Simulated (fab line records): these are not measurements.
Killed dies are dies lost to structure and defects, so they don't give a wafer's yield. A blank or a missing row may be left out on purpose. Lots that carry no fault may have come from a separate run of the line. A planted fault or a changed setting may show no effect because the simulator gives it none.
Which tool did it?    flow nand-harc    route of 1159 steps, sampled at 1 step: 7 lots, 21 wafers

== WHAT EACH GAUGE READ, for each wafer ==
NHARC_P_M0_CD_MEAS_09: the cd target is 90 nm.
lot   measured      on         cd-nm (nm)
L846  day 6 14:47   cd-sem-02  89.1 89.8 89.7
L844  day 6 18:43   cd-sem-02  89.5 88.8 89.4
L852  day 8 07:01   cd-sem-03  89.7 90.6 90.4
L853  day 9 00:19   cd-sem-01  89.6 90.9 90.5
L862  day 10 08:36  cd-sem-03  90.0 90.3 89.2
L863  day 10 14:35  cd-sem-03  90.6 91.0 90.8
L866  day 12 01:35  cd-sem-02  91.5 90.7 89.6

== TOOL THAT RAN EACH LOT (tool first, then ch and the chambers of the sampled wafers, then the start) ==
There is no process step in the record ahead of these readings.

== THE ANSWER, worked out from the rows above alone ==
Rule: the usual values come from the lots themselves. Put in order of their means at a reading, lots are off if they are a third of the lots or fewer, leave a main group of 4 or more, and stand apart from it by a gap of 3 or more times the standard deviation of the main group's means; of several such gaps the widest counts. Not used: any main group whose means are identical at the precision the tables above print for the reading. Also off: a lot with no number at a reading for which 4 or more lots have one. The other lots that the step has rows for count as sound.
No lot is off on any of the readings shown, so nothing can be concluded from this.

== WHAT WAS PUT IN BY THE SIMULATOR ==
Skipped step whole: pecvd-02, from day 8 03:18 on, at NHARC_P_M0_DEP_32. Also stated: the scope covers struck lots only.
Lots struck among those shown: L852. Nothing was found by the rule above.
